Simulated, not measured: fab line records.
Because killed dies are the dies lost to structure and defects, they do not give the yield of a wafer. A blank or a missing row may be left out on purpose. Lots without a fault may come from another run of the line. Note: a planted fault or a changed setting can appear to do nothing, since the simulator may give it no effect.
Matching of chambers    flow n5-finfet    pecvd-01 running N5_BEOL_M7_PECVD_70: 3 sister chambers
The step deposits SiO2 from TEOS/O2, target thk 20 nm, time 22.7 s. 16 wafers are shown with their chamber, then 8 later ones without.

== WAFERS WITH THEIR CHAMBER ==
wafer   chamber  throttle-valve-pct (%)  showerhead-plenum-p-Torr (Torr)  heater-power-w (W)
L075.1  2        20.2                    8.770                            734
L075.2  1        24.4                    8.739                            812
L075.4  2        19.7                    8.751                            726
L083.2  0        22.4                    8.764                            718
L083.4  1        24.6                    8.746                            707
L083.6  1        24.4                    8.738                            726
L085.2  1        24.8                    8.767                            745
L085.3  0        22.3                    8.756                            620
L085.6  2        20.2                    8.740                            748
L087.1  2        20.2                    8.754                            715
L087.2  0        22.6                    8.795                            718
L087.5  0        22.4                    8.774                            727
L090.2  2        20.2                    8.737                            736
L090.5  2        20.3                    8.724                            694
L090.6  1        24.6                    8.740                            692
L091.1  1        24.2                    8.752                            668

SIGNATURES, as means of the wafers listed above
reading                   chamber 0  chamber 1  chamber 2  scatter within a chamber
throttle-valve-pct        22.425     24.500     20.133     0.196
showerhead-plenum-p-Torr  8.77225    8.74700    8.74600    0.0145
heater-power-w            695.75     725.00     725.50     41.3
Rule: distance of a wafer from a chamber = root of the sum over the readings of ((wafer's reading minus chamber's mean) / reading's scatter) squared. The wafer belongs to the nearest chamber; if the next one is less than 2 further off, it can't be placed. How the scatter is found: for the shown wafers, subtract from each reading the mean of its chamber, square and add these, divide the total by (wafers less chambers), then take the root.

== WAFERS WITHOUT THEIR CHAMBER ==
wafer   throttle-valve-pct (%)  showerhead-plenum-p-Torr (Torr)  heater-power-w (W)
L091.4  24.5                    8.735                            679
L091.5  24.7                    8.751                            707
L095.1  22.7                    8.768                            716
L095.2  20.4                    8.732                            702
L095.3  24.5                    8.732                            735
L096.1  22.6                    8.755                            707
L096.4  24.7                    8.737                            693
L096.5  22.5                    8.767                            708

== THE CHAMBER EACH PASSED THROUGH ==
wafer   from the rows above  in truth
L091.4  1                    1
L091.5  1                    1
L095.1  0                    0
L095.2  2                    2
L095.3  1                    1
L096.1  0                    0
L096.4  1                    1
L096.5  0                    0
Placed correctly: 8 of 8. Number that these rows cannot place: 0. 0 placed wrongly.
